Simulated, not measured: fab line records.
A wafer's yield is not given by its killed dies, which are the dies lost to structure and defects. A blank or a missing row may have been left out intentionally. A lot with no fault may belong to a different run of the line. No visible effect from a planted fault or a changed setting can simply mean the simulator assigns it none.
Chamber matching / flow n5 finfet / N5_FIN_SAQP_HM_DEP_03 on pecvd-03 has 3 sister chambers
The step deposits SiNx from SiH4/NH3/N2, target thk 38 nm, time 33.6 s. 16 wafers are shown with their chamber, then 8 later ones without.

== WAFERS WITH THEIR CHAMBER ==
wafer=L075.2; chamber=0; showerhead plenum p Torr (Torr)=5.05; heater power w (W)=809; throttle valve pct (%)=38.4
wafer=L075.5; chamber=0; showerhead plenum p Torr (Torr)=5.06; heater power w (W)=813; throttle valve pct (%)=38.5
wafer=L075.6; chamber=1; showerhead plenum p Torr (Torr)=5.11; heater power w (W)=712; throttle valve pct (%)=39.1
wafer=L076.1; chamber=0; showerhead plenum p Torr (Torr)=5.06; heater power w (W)=907; throttle valve pct (%)=38.5
wafer=L076.4; chamber=1; showerhead plenum p Torr (Torr)=5.10; heater power w (W)=737; throttle valve pct (%)=39.4
wafer=L076.6; chamber=0; showerhead plenum p Torr (Torr)=5.05; heater power w (W)=938; throttle valve pct (%)=38.4
wafer=L080.1; chamber=2; showerhead plenum p Torr (Torr)=5.14; heater power w (W)=954; throttle valve pct (%)=39.2
wafer=L080.3; chamber=2; showerhead plenum p Torr (Torr)=5.14; heater power w (W)=918; throttle valve pct (%)=39.2
wafer=L080.4; chamber=2; showerhead plenum p Torr (Torr)=5.14; heater power w (W)=931; throttle valve pct (%)=39.0
wafer=L088.2; chamber=1; showerhead plenum p Torr (Torr)=5.11; heater power w (W)=803; throttle valve pct (%)=39.4
wafer=L088.3; chamber=2; showerhead plenum p Torr (Torr)=5.14; heater power w (W)=962; throttle valve pct (%)=39.4
wafer=L088.5; chamber=0; showerhead plenum p Torr (Torr)=5.05; heater power w (W)=856; throttle valve pct (%)=38.8
wafer=L092.2; chamber=2; showerhead plenum p Torr (Torr)=5.14; heater power w (W)=858; throttle valve pct (%)=39.5
wafer=L092.4; chamber=2; showerhead plenum p Torr (Torr)=5.14; heater power w (W)=837; throttle valve pct (%)=39.0
wafer=L092.6; chamber=0; showerhead plenum p Torr (Torr)=5.05; heater power w (W)=979; throttle valve pct (%)=39.1
wafer=L094.1; chamber=0; showerhead plenum p Torr (Torr)=5.06; heater power w (W)=950; throttle valve pct (%)=39.0

SIGNATURES, as means of the wafers listed above
reading=showerhead plenum p Torr; chamber 0=5.0543; chamber 1=5.1067; chamber 2=5.1400; scatter within a chamber=0.00428
reading=heater power w; chamber 0=893.14; chamber 1=750.67; chamber 2=910.00; scatter within a chamber=59
reading=throttle valve pct; chamber 0=38.671; chamber 1=39.300; chamber 2=39.217; scatter within a chamber=0.245
Rule: a wafer lies at a distance from a chamber equal to the root of the sum of squares, over the readings, of (its reading less the chamber's mean, divided by the reading's scatter). If the next closest chamber is less than 2 further off than the closest, the wafer can't be placed; otherwise it belongs to the closest. The scatter: take each reading less its chamber's mean, square it, sum over the shown wafers, divide by the number of wafers less the number of chambers, and take the root.

== WAFERS MISSING THEIR CHAMBER ==
wafer=L094.4; showerhead plenum p Torr (Torr)=5.11; heater power w (W)=787; throttle valve pct (%)=39.2
wafer=L094.6; showerhead plenum p Torr (Torr)=5.05; heater power w (W)=942; throttle valve pct (%)=39.1
wafer=L095.1; showerhead plenum p Torr (Torr)=5.14; heater power w (W)=912; throttle valve pct (%)=39.6
wafer=L095.3; showerhead plenum p Torr (Torr)=5.12; heater power w (W)=723; throttle valve pct (%)=39.4
wafer=L095.4; showerhead plenum p Torr (Torr)=5.06; heater power w (W)=973; throttle valve pct (%)=39.0
wafer=L096.2; showerhead plenum p Torr (Torr)=5.12; heater power w (W)=779; throttle valve pct (%)=39.2
wafer=L096.3; showerhead plenum p Torr (Torr)=5.05; heater power w (W)=964; throttle valve pct (%)=39.1
wafer=L096.4; showerhead plenum p Torr (Torr)=5.09; heater power w (W)=783; throttle valve pct (%)=39.4

== CHAMBER TAKEN BY EACH ==
wafer=L094.4; from the rows above=1; in truth=1
wafer=L094.6; from the rows above=0; in truth=0
wafer=L095.1; from the rows above=2; in truth=2
wafer=L095.3; from the rows above=1; in truth=1
wafer=L095.4; from the rows above=0; in truth=0
wafer=L096.2; from the rows above=can't be placed: 1 or 2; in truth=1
wafer=L096.3; from the rows above=0; in truth=0
wafer=L096.4; from the rows above=1; in truth=1
Correctly placed: 7 of 8. These rows do not allow placing 1 (true chamber among the candidates in 1). Wrongly placed: 0.
